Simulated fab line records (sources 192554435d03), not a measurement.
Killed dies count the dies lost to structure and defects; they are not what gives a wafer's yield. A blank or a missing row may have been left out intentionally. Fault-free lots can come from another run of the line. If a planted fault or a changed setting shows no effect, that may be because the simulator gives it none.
Problem report, 8D (eight disciplines) form, completed by code ; flow n5_finfet ; the parts of the form that need people (team, actions taken, sign-off) are left out

== 1. THE PROBLEM ==
Mean IOFF_P_LONG at N5_BEOL_M4_RC_MEAS_101: 0.000367 nA/um over 2 wafers in 2 lots; fault-free wafers: 0.000108 nA/um, standard deviation 1.2e-05. Measured from the usual mean, that is +22 standard deviations.
First seen on wafer L360.1, day 8 08:42, on prober-02. The record has a number at this step for 29 wafers belonging to 11 lots. Rule for "out", or "out of limits": more than 4 standard deviations from the usual mean. The rest of the wafers with a number are treated as sound.

== 2. WHAT IT IS, AND WHAT IT ISN'T ==
question;is;is not
which readings at this step;IOFF_P_LONG, IOFF_P, IOFF_P_85C, IOFF_P_LIN, ION_P, VT_N_LVT, VT_P, VT_P_LONG;DIBL_N, DIBL_P, IOFF_N, ION_N, SS_N, SS_P
which lots;L360, L361;L358, L359, L370, L374, L375, L376, L377, L378, L381
which wafers of those lots;L360.1, L361.4;L360.3, L361.2
read on which gauges;prober-01, prober-02;-
when;from day 8 08:42;"up to then (7 sound wafers); but 20 sound wafers of L361, L370, L374, L375, L376, L377, L378, L381 came after"

== 3. THE SUSPECTS, EACH WITH WHAT RULES IT OUT ==
Counting: any tool at a process step up to the reading remains a suspect provided it ran every lot that is out. Sound lots after the first of them don't rule it out here, since some wafers of a struck lot are sound.
- the gauge at N5_BEOL_M4_RC_MEAS_101 has been ruled out. 2 gauges (prober-01, prober-02) read the wafers that are out.
- ald_hk-03 at N5_HKMG_FIN_ALD_74 (deposits La2O3, target thk 0.5 nm, pulse time 6 s, co reactant pulse time 1 s): kept. It ran every lot that is out, first L360 (day 4 13:38); its last sound lot up to then is L359 (day 4 08:53).
- cvd_co-02 at N5_BEOL_M4_PRE_CLEAN_60 (time 15 s): kept. It ran every lot that is out, first L360 (day 8 08:26).
- In cvd_co-02 at N5_BEOL_M4_PRE_CLEAN_60, the wafers that are out were processed in chamber 2 and their sound lot-mates in chambers 0, 1.
What counting leaves: ald_hk-03 at N5_HKMG_FIN_ALD_74 and cvd_co-02 at N5_BEOL_M4_PRE_CLEAN_60.

== 4. THE CAUSE (what the simulator had put in) ==
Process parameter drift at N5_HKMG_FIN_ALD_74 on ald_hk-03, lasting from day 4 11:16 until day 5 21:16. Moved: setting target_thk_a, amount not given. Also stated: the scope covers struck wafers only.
2 suspects survive the count, and this tool is in that group.

== 5. SEQUENCE OF EFFECTS, ordered by route ==
Each row: a reading whose mean over the struck wafers that have a number lies more than 3 standard deviations from the usual. Scope: only readings with a usual standard deviation given in the record; hours: median across lots of the time from each lot's start at the first step in this table that gives one to its start at this step; sigmas: change in usual standard deviations.
hours;step;reading;usual;on struck wafers;change;sigmas
0;N5_BEOL_M4_RC_MEAS_101;IOFF_P;0.21 nA/um;0.72;+0.52;+14
0;N5_BEOL_M4_RC_MEAS_101;IOFF_P_85C;3.7 nA/um;10.2;+6.5;+12
0;N5_BEOL_M4_RC_MEAS_101;IOFF_P_LIN;0.102 nA/um;0.364;+0.262;+17
0;N5_BEOL_M4_RC_MEAS_101;IOFF_P_LONG;0.000108 nA/um;0.000367;+0.000259;+22
0;N5_BEOL_M4_RC_MEAS_101;ION_P;464 uA/um;518;+54;+6.7
0;N5_BEOL_M4_RC_MEAS_101;VT_N_LVT;99 mV;142;+43;+14
0;N5_BEOL_M4_RC_MEAS_101;VT_P;-250 mV;-210;+40;+10
0;N5_BEOL_M4_RC_MEAS_101;VT_P_LONG;-275 mV;-236;+40;+10
97;N5_PASSIVATION_PROBE_49;sort_bin_4_leakage;0.00 %;62.63;+62.63;+99 or more
97;N5_PASSIVATION_PROBE_49;sort_n_pass;1079;359;-720;-38
97;N5_PASSIVATION_PROBE_49;sort_yield_pct;91.5 %;30.4;-61.1;-38
The process steps in it:
- N5_PASSIVATION_PROBE_49

== 6. WHAT WOULD HAVE CAUGHT IT SOONER ==
Counted from the fault's start at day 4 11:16, it took 93 hours until the first out-of-limits reading at a measuring or inspecting step in this record, taken at day 8 08:42.
An alarm limit of 4 standard deviations would not have fired on the tool readings at N5_HKMG_FIN_ALD_74 for which the record gives a usual standard deviation, since none of them was out on any struck wafer.
All the lots that are out (2) had begun N5_HKMG_FIN_ALD_74 on ald_hk-03 by day 8 08:42. Holding the tool at that point would not have protected any of them.
